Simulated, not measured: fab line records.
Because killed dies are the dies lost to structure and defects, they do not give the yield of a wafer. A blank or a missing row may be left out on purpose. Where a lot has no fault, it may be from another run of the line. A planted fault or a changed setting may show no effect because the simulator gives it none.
Chamber matching ; flow n5 finfet ; N5_HKMG_FIN_PWFM_ALD_03 on ald metal-03 has 4 sister chambers
The step deposits TiN, target thk 2 nm, pulse time 1 s, purge time 3 s. 16 wafers are shown with their chamber, then 8 later ones without.

## EACH WAFER AND ITS CHAMBER
wafer;chamber;heater power w (W);precursor pulse height rel
L080.2;0;1030;1.037
L080.4;3;869;1.002
L080.6;3;903;0.995
L082.2;2;928;1.013
L082.5;0;1049;0.975
L082.6;3;902;1.009
L084.2;2;894;0.979
L084.4;0;1040;1.000
L084.6;0;1056;1.007
L085.1;1;925;0.997
L085.2;2;918;0.972
L085.6;3;877;1.016
L091.2;2;924;1.010
L091.3;1;939;1.016
L091.6;1;932;1.020
L094.1;2;947;0.984

SIGNATURES, as means of the wafers listed above
reading;chamber 0;chamber 1;chamber 2;chamber 3;scatter within a chamber
heater power w;1043.75;932.00;922.20;887.75;15.4
precursor pulse height rel;1.00475;1.01100;0.99160;1.00550;0.018
Rule: a wafer lies at a distance from a chamber equal to the root of the sum of squares, over the readings, of (its reading less the chamber's mean, divided by the reading's scatter). If the next closest chamber is less than 2 further off than the closest, the wafer can't be placed; otherwise it belongs to the closest. How the scatter is found: for the shown wafers, subtract from each reading the mean of its chamber, square and add these, divide the total by (wafers less chambers), then take the root.

## WAFERS WITHOUT THEIR CHAMBER
wafer;heater power w (W);precursor pulse height rel
L094.5;936;0.987
L094.6;892;0.999
L095.1;948;1.009
L095.3;892;0.971
L095.4;1024;1.010
L096.1;933;0.976
L096.3;894;0.990
L096.4;1057;1.015

## EACH ONE'S CHAMBER
wafer;from the rows above;in truth
L094.5;can't be placed: 2 or 1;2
L094.6;can't be placed: 3 or 2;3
L095.1;can't be placed: 1 or 2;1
L095.3;can't be placed: 3 or 2 or 1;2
L095.4;0;0
L096.1;can't be placed: 2 or 1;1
L096.3;can't be placed: 3 or 2 or 1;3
L096.4;0;0
Correct placement for 2 of the 8. Can't be placed from these rows: 6 (the true chamber is among the candidates in 6). Number placed wrongly: 0.
